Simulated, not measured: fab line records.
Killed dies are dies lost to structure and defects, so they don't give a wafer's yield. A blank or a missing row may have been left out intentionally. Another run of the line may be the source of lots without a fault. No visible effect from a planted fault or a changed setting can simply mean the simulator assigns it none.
Split-lot study || flow n5-finfet || 39 wafers read from 7 lots, route of 1938 steps

## SPLIT DETAILS
At N5_FIN_SAQP_HM_DEP_03 (deposits SiNx from SiH4/NH3/N2, target thk 38 nm, time 33.6 s), the setting time-s was moved away from the recipe's 33.6 s on 12 of the 39 wafers read, by -15.8% to +10.9%. This setting was run at the recipe's value on the other wafers.

## FROM THE SPLIT TO THE READING: what the file shows between them, 9 steps
- N5_FIN_SAQP_THK_MEAS_05
- N5_FIN_SAQP_PECVD_47: deposits a-Si from SiH4/He, target thk 45 nm, time 36.3 s
- N5_FIN_SAQP_PECVD_48: deposits SiNx from SiH4/NH3/N2, target thk 25 nm, time 22.1 s
- N5_FIN_SAQP_ETCH_57: etches SiNx in CH3F/O2, target depth 32.5 nm, time 46.4 s
- N5_FIN_SAQP_ETCH_65: etches SiO2 in CF4, target depth 4 nm, time 4.4 s
- N5_FIN_SAQP_MANDREL_ETCH_58: etches a-Si in HBr/Cl2, stops on SiNx, target depth 45 nm, bt time 10 s, time 27 s
- N5_FIN_SAQP_RECESS_63: chemistry HF/NH3, target SiO2, target depth 18 nm, afs cycles 3, sublimation time 60 s
- N5_FIN_SAQP_COAT_68: time 60 s, resist thk 100 nm
- N5_FIN_SAQP_MANDREL2_REMOVE_60: chemistry HBr/Cl2/O2, target a-Si, stops on SiNx, bt time 10 s

## THE READING
etch.depth-nm (the simulator's own value, which no gauge read), in nm, at N5_FIN_SAQP_HM_OPEN_33 (chemistry CH3F/O2, target SiNx, target depth 49.4 nm, time 70.6 s). The file does not state a usual value for it. The 27 wafers here that ran the recipe average 37.66 nm, standard deviation 0.48 nm.

{"wafer": "L074.1", "tool, chamber at the split": "pecvd-03, 1", "time-s as run, s": 33.6, "against the recipe": "recipe", "etch.depth-nm, nm": 37.43, "against lot-mates on the recipe": "-"}
{"wafer": "L074.2", "tool, chamber at the split": "pecvd-03, 0", "time-s as run, s": 37.25, "against the recipe": "+10.9%", "etch.depth-nm, nm": 41.19, "against lot-mates on the recipe": "+3.58"}
{"wafer": "L074.3", "tool, chamber at the split": "pecvd-03, 2", "time-s as run, s": 33.6, "against the recipe": "recipe", "etch.depth-nm, nm": 37.64, "against lot-mates on the recipe": "-"}
{"wafer": "L074.4", "tool, chamber at the split": "pecvd-03, 2", "time-s as run, s": 37.25, "against the recipe": "+10.9%", "etch.depth-nm, nm": 42.64, "against lot-mates on the recipe": "+5.03"}
{"wafer": "L074.5", "tool, chamber at the split": "pecvd-03, 1", "time-s as run, s": 33.6, "against the recipe": "recipe", "etch.depth-nm, nm": 37.75, "against lot-mates on the recipe": "-"}
{"wafer": "L074.6", "tool, chamber at the split": "pecvd-03, 0", "time-s as run, s": 37.25, "against the recipe": "+10.9%", "etch.depth-nm, nm": 41.88, "against lot-mates on the recipe": "+4.27"}
{"wafer": "L077.1", "tool, chamber at the split": "pecvd-04, 0", "time-s as run, s": 33.6, "against the recipe": "recipe", "etch.depth-nm, nm": 37.42, "against lot-mates on the recipe": "-"}
{"wafer": "L077.2", "tool, chamber at the split": "pecvd-04, 1", "time-s as run, s": 28.28, "against the recipe": "-15.8%", "etch.depth-nm, nm": 31.28, "against lot-mates on the recipe": -6.02}
{"wafer": "L077.3", "tool, chamber at the split": "pecvd-04, 2", "time-s as run, s": 33.6, "against the recipe": "recipe", "etch.depth-nm, nm": 36.87, "against lot-mates on the recipe": "-"}
{"wafer": "L077.4", "tool, chamber at the split": "pecvd-04, 1", "time-s as run, s": 33.6, "against the recipe": "recipe", "etch.depth-nm, nm": 37.62, "against lot-mates on the recipe": "-"}
{"wafer": "L077.5", "tool, chamber at the split": "pecvd-04, 2", "time-s as run, s": 28.28, "against the recipe": "-15.8%", "etch.depth-nm, nm": 31.26, "against lot-mates on the recipe": -6.04}
{"wafer": "L077.6", "tool, chamber at the split": "pecvd-04, 0", "time-s as run, s": 28.28, "against the recipe": "-15.8%", "etch.depth-nm, nm": 31.97, "against lot-mates on the recipe": -5.33}
{"wafer": "L084.1", "tool, chamber at the split": "pecvd-03, 1", "time-s as run, s": 33.6, "against the recipe": "recipe", "etch.depth-nm, nm": 37.91, "against lot-mates on the recipe": "-"}
{"wafer": "L084.2", "tool, chamber at the split": "pecvd-03, 0", "time-s as run, s": 33.6, "against the recipe": "recipe", "etch.depth-nm, nm": 37.73, "against lot-mates on the recipe": "-"}
{"wafer": "L084.3", "tool, chamber at the split": "pecvd-03, 2", "time-s as run, s": 33.6, "against the recipe": "recipe", "etch.depth-nm, nm": 37.6, "against lot-mates on the recipe": "-"}
{"wafer": "L084.4", "tool, chamber at the split": "pecvd-03, 0", "time-s as run, s": 33.6, "against the recipe": "recipe", "etch.depth-nm, nm": 37.97, "against lot-mates on the recipe": "-"}
{"wafer": "L084.5", "tool, chamber at the split": "pecvd-03, 1", "time-s as run, s": 33.6, "against the recipe": "recipe", "etch.depth-nm, nm": 38.22, "against lot-mates on the recipe": "-"}
{"wafer": "L084.6", "tool, chamber at the split": "pecvd-03, 2", "time-s as run, s": 33.6, "against the recipe": "recipe", "etch.depth-nm, nm": 38.85, "against lot-mates on the recipe": "-"}
{"wafer": "L087.1", "tool, chamber at the split": "pecvd-03, 0", "time-s as run, s": 33.6, "against the recipe": "recipe", "etch.depth-nm, nm": 37.35, "against lot-mates on the recipe": "-"}
{"wafer": "L087.2", "tool, chamber at the split": "pecvd-03, 2", "time-s as run, s": 33.6, "against the recipe": "recipe", "etch.depth-nm, nm": 38.05, "against lot-mates on the recipe": "-"}
{"wafer": "L087.3", "tool, chamber at the split": "pecvd-03, 1", "time-s as run, s": 32.14, "against the recipe": "-4.3%", "etch.depth-nm, nm": 35.61, "against lot-mates on the recipe": -2.18}
{"wafer": "L087.4", "tool, chamber at the split": "pecvd-03, 1", "time-s as run, s": 33.6, "against the recipe": "recipe", "etch.depth-nm, nm": 37.97, "against lot-mates on the recipe": "-"}
{"wafer": "L087.5", "tool, chamber at the split": "pecvd-03, 2", "time-s as run, s": 32.14, "against the recipe": "-4.3%", "etch.depth-nm, nm": 36.65, "against lot-mates on the recipe": -1.14}
{"wafer": "L087.6", "tool, chamber at the split": "pecvd-03, 0", "time-s as run, s": 32.14, "against the recipe": "-4.3%", "etch.depth-nm, nm": 36.16, "against lot-mates on the recipe": -1.63}
{"wafer": "L088.1", "tool, chamber at the split": "pecvd-01, 2", "time-s as run, s": 33.6, "against the recipe": "recipe", "etch.depth-nm, nm": 38.26, "against lot-mates on the recipe": "-"}
{"wafer": "L088.2", "tool, chamber at the split": "pecvd-01, 1", "time-s as run, s": 33.6, "against the recipe": "recipe", "etch.depth-nm, nm": 36.44, "against lot-mates on the recipe": "-"}
{"wafer": "L088.3", "tool, chamber at the split": "pecvd-01, 0", "time-s as run, s": 33.6, "against the recipe": "recipe", "etch.depth-nm, nm": 37.07, "against lot-mates on the recipe": "-"}
{"wafer": "L088.4", "tool, chamber at the split": "pecvd-01, 1", "time-s as run, s": 33.6, "against the recipe": "recipe", "etch.depth-nm, nm": 37.74, "against lot-mates on the recipe": "-"}
{"wafer": "L088.5", "tool, chamber at the split": "pecvd-01, 0", "time-s as run, s": 33.6, "against the recipe": "recipe", "etch.depth-nm, nm": 38.19, "against lot-mates on the recipe": "-"}
{"wafer": "L088.6", "tool, chamber at the split": "pecvd-01, 2", "time-s as run, s": 33.6, "against the recipe": "recipe", "etch.depth-nm, nm": 38.01, "against lot-mates on the recipe": "-"}
{"wafer": "L089.1", "tool, chamber at the split": "pecvd-04, 2", "time-s as run, s": 33.6, "against the recipe": "recipe", "etch.depth-nm, nm": 37.19, "against lot-mates on the recipe": "-"}
{"wafer": "L089.5", "tool, chamber at the split": "pecvd-04, 0", "time-s as run, s": 33.6, "against the recipe": "recipe", "etch.depth-nm, nm": 37.77, "against lot-mates on the recipe": "-"}
{"wafer": "L089.6", "tool, chamber at the split": "pecvd-04, 1", "time-s as run, s": 33.6, "against the recipe": "recipe", "etch.depth-nm, nm": 37.51, "against lot-mates on the recipe": "-"}
{"wafer": "L097.1", "tool, chamber at the split": "pecvd-03, 1", "time-s as run, s": 33.6, "against the recipe": "recipe", "etch.depth-nm, nm": 37.3, "against lot-mates on the recipe": "-"}
{"wafer": "L097.2", "tool, chamber at the split": "pecvd-03, 0", "time-s as run, s": 33.6, "against the recipe": "recipe", "etch.depth-nm, nm": 37.23, "against lot-mates on the recipe": "-"}
{"wafer": "L097.3", "tool, chamber at the split": "pecvd-03, 2", "time-s as run, s": 36.72, "against the recipe": "+9.3%", "etch.depth-nm, nm": 41.18, "against lot-mates on the recipe": "+3.78"}
{"wafer": "L097.4", "tool, chamber at the split": "pecvd-03, 1", "time-s as run, s": 36.72, "against the recipe": "+9.3%", "etch.depth-nm, nm": 41.46, "against lot-mates on the recipe": "+4.06"}
{"wafer": "L097.5", "tool, chamber at the split": "pecvd-03, 0", "time-s as run, s": 33.6, "against the recipe": "recipe", "etch.depth-nm, nm": 37.67, "against lot-mates on the recipe": "-"}
{"wafer": "L097.6", "tool, chamber at the split": "pecvd-03, 2", "time-s as run, s": 36.72, "against the recipe": "+9.3%", "etch.depth-nm, nm": 41.59, "against lot-mates on the recipe": "+4.19"}

FIT RESULTS
A straight line over all 39 wafers: etch.depth-nm changes by +0.39 nm for each +1% of time-s; r = +0.98; the points scatter about the line by 0.47 nm.
The same after taking each lot's own level away (the mean of its wafers on the recipe; 39 wafers): +0.386 nm for each +1%; r = +0.98; scatter 0.44 nm.
On that fit, the largest move of time-s shifts the reading by 6.1 nm.
The span of the lots' own levels, 37.303 to 38.047 nm, comes to 1.6 times the standard deviation stated above.
The two slopes agree, so the slope changes little with the lot-to-lot level.
Check: -6.05 nm against its lot-mates is what the line predicts for one of the wafers moved furthest among these (-15.8%) when that wafer is left out of the fit. It came out at -6.02 nm against them.

## THE WHOLE CHAIN: every reading that the file lists as answering this split, in the file's order
{"step": "N5_FIN_SAQP_HM_DEP_03", "what it does": "deposits SiNx from SiH4/NH3/N2, target thk 38 nm, time 33.6 s", "reading": "SiNx_of_FIN_SAQP_HM_DEP_03.thk-nm (the simulator's own value, which no gauge read)", "change (the file's fit)": "+0.382 nm for each +1% of the setting", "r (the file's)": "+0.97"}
{"step": "N5_FIN_SAQP_THK_MEAS_05", "what it does": "", "reading": "thk-nm", "change (the file's fit)": "withheld for each +1% of the setting", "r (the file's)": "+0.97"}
{"step": "N5_FIN_SAQP_MANDREL_ETCH_58", "what it does": "etches a-Si in HBr/Cl2, stops on SiNx, target depth 45 nm, bt time 10 s, time 27 s", "reading": "SiNx_of_FIN_SAQP_HM_DEP_03.thk-nm (the simulator's own value, which no gauge read)", "change (the file's fit)": "+0.386 nm for each +1% of the setting", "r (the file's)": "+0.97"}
{"step": "N5_FIN_SAQP_HM_OPEN_33", "what it does": "chemistry CH3F/O2, target SiNx, target depth 49.4 nm, time 70.6 s", "reading": "etch-rf-on-time-s", "change (the file's fit)": "withheld for each +1% of the setting", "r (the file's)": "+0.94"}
{"step": "N5_FIN_SAQP_HM_OPEN_33", "what it does": "chemistry CH3F/O2, target SiNx, target depth 49.4 nm, time 70.6 s", "reading": "etch.depth-nm (the simulator's own value, which no gauge read)", "change (the file's fit)": "+0.386 nm for each +1% of the setting", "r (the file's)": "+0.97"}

## FILE'S OWN FIT
etch.depth-nm changes by +0.386 nm for each +1% of time-s, r = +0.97.
